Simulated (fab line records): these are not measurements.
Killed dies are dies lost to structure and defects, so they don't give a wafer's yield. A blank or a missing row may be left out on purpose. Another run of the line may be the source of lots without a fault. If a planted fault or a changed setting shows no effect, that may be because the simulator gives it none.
Split-lot experiment | flow n5 finfet | 39 wafers read across 7 lots, on a route 1938 steps long

## ABOUT THE SPLIT
At N5_BEOL_M8_ILD_DEP_00 (deposits SiCOH lowk from DEMS/porogen, target thk 179.75 nm, time 33.4 s), the setting target thk a was moved away from the recipe's 1797.5 angstrom on 12 of the 39 wafers read, by -59.7% to +40.3%. The other wafers ran this setting at the recipe's value.

## THE PATH FROM SPLIT TO READING: the file shows 1 step between them
- N5_BEOL_M8_CURE_74: cures SiCOH lowk, time 240 s

## THE READING
M8_ILD_THK, in nm, at N5_BEOL_M8_THK_MEAS_01. Fault-free wafers of this fab line usually give 154.4 nm, standard deviation 1.8 nm.

wafer  | tool, chamber at the split | target thk a as run, angstrom | against the recipe | M8_ILD_THK, nm | against lot-mates on the recipe
L075.1 | pecvd-03, 2                | 839.3                         | -53.3%             | 72.2           | -82.7
L075.2 | pecvd-03, 0                | 1797.5                        | recipe             | 153.5          | -
L075.3 | pecvd-03, 1                | 1797.5                        | recipe             | 154.8          | -
L075.4 | pecvd-03, 2                | 839.3                         | -53.3%             | 72.4           | -82.5
L075.5 | pecvd-03, 0                | 839.3                         | -53.3%             | 74.6           | -80.3
L075.6 | pecvd-03, 1                | 1797.5                        | recipe             | 156.5          | -
L076.1 | pecvd-01, 1                | 1797.5                        | recipe             | 151.5          | -
L076.2 | pecvd-01, 0                | 1797.5                        | recipe             | 151.2          | -
L076.3 | pecvd-01, 1                | 1797.5                        | recipe             | 152.3          | -
L076.4 | pecvd-01, 0                | 1797.5                        | recipe             | 152.8          | -
L076.5 | pecvd-01, 1                | 1797.5                        | recipe             | 151.6          | -
L076.6 | pecvd-01, 0                | 1797.5                        | recipe             | 153.2          | -
L085.1 | pecvd-02, 1                | 934                           | -48.0%             | 78.5           | -74.5
L085.2 | pecvd-02, 2                | 1797.5                        | recipe             | 153.5          | -
L085.3 | pecvd-02, 0                | 1797.5                        | recipe             | 151.3          | -
L085.4 | pecvd-02, 1                | 1797.5                        | recipe             | 154.3          | -
L085.5 | pecvd-02, 0                | 934                           | -48.0%             | 80.1           | -72.9
L085.6 | pecvd-02, 2                | 934                           | -48.0%             | 79.7           | -73.3
L089.1 | pecvd-01, 2                | 1797.5                        | recipe             | 153.1          | -
L089.2 | pecvd-01, 1                | 1797.5                        | recipe             | 150.8          | -
L089.3 | pecvd-01, 0                | 1797.5                        | recipe             | 151.8          | -
L092.1 | pecvd-02, 1                | 1797.5                        | recipe             | 152.6          | -
L092.2 | pecvd-02, 0                | 1797.5                        | recipe             | 152.3          | -
L092.3 | pecvd-02, 2                | 724.1                         | -59.7%             | 60.1           | -93.1
L092.4 | pecvd-02, 1                | 724.1                         | -59.7%             | 61.8           | -91.4
L092.5 | pecvd-02, 0                | 1797.5                        | recipe             | 154.6          | -
L092.6 | pecvd-02, 2                | 724.1                         | -59.7%             | 63.5           | -89.7
L095.1 | pecvd-02, 0                | 2522                          | +40.3%             | 216.9          | +62.4
L095.2 | pecvd-02, 2                | 1797.5                        | recipe             | 155.8          | -
L095.3 | pecvd-02, 1                | 1797.5                        | recipe             | 152.5          | -
L095.4 | pecvd-02, 1                | 1797.5                        | recipe             | 155.2          | -
L095.5 | pecvd-02, 2                | 2522                          | +40.3%             | 221.7          | +67.2
L095.6 | pecvd-02, 0                | 2522                          | +40.3%             | 221.4          | +66.9
L097.1 | pecvd-01, 1                | 1797.5                        | recipe             | 153.1          | -
L097.2 | pecvd-01, 2                | 1797.5                        | recipe             | 154.7          | -
L097.3 | pecvd-01, 0                | 1797.5                        | recipe             | 152.4          | -
L097.4 | pecvd-01, 2                | 1797.5                        | recipe             | 154.8          | -
L097.5 | pecvd-01, 1                | 1797.5                        | recipe             | 156.8          | -
L097.6 | pecvd-01, 0                | 1797.5                        | recipe             | 154.9          | -

FIT RESULTS
A straight line over all 39 wafers: M8_ILD_THK changes by +1.55 nm for each +1% of target thk a; r = +1.00; the points scatter about the line by 2 nm.
The same after taking each lot's own level away (the mean of its wafers on the recipe; 39 wafers): +1.55 nm for each +1%; r = +1.00; scatter 1.6 nm.
On that fit, the largest move of target thk a shifts the reading by 93 nm.
Across the lots, their own levels run from 151.90 to 154.93 nm, a range of 1.7 times the standard deviation given above.
Hence the lot-to-lot level has little effect on the slope; both slopes agree.
Check: with one of the wafers moved furthest among these (-59.7%) left out of the fit, the line predicts -92.1 nm for it against its lot-mates. It came out at -93.1 nm against them.

## THE WHOLE CHAIN: every reading that the file lists as answering this split, in the file's order
step                   | what it does                                                             | reading                                                                                  | change (the file's fit)              | r (the file's)
N5_BEOL_M8_ILD_DEP_00  | deposits SiCOH lowk from DEMS/porogen, target thk 179.75 nm, time 33.4 s | SiCOH_lowk_of_BEOL_M8_ILD_DEP_00.thk nm (the simulator's own value, which no gauge read) | +1.78 nm for each +1% of the setting | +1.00
N5_BEOL_M8_CURE_74     | cures SiCOH lowk, time 240 s                                             | SiCOH_lowk_of_BEOL_M8_ILD_DEP_00.thk nm (the simulator's own value, which no gauge read) | +1.55 nm for each +1% of the setting | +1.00
N5_BEOL_M8_THK_MEAS_01 |                                                                          | M8_ILD_THK                                                                               | +1.55 for each +1% of the setting    | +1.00

## THE FILE'S OWN FIT
M8_ILD_THK changes by +1.55 nm for each +1% of target thk a, r = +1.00.
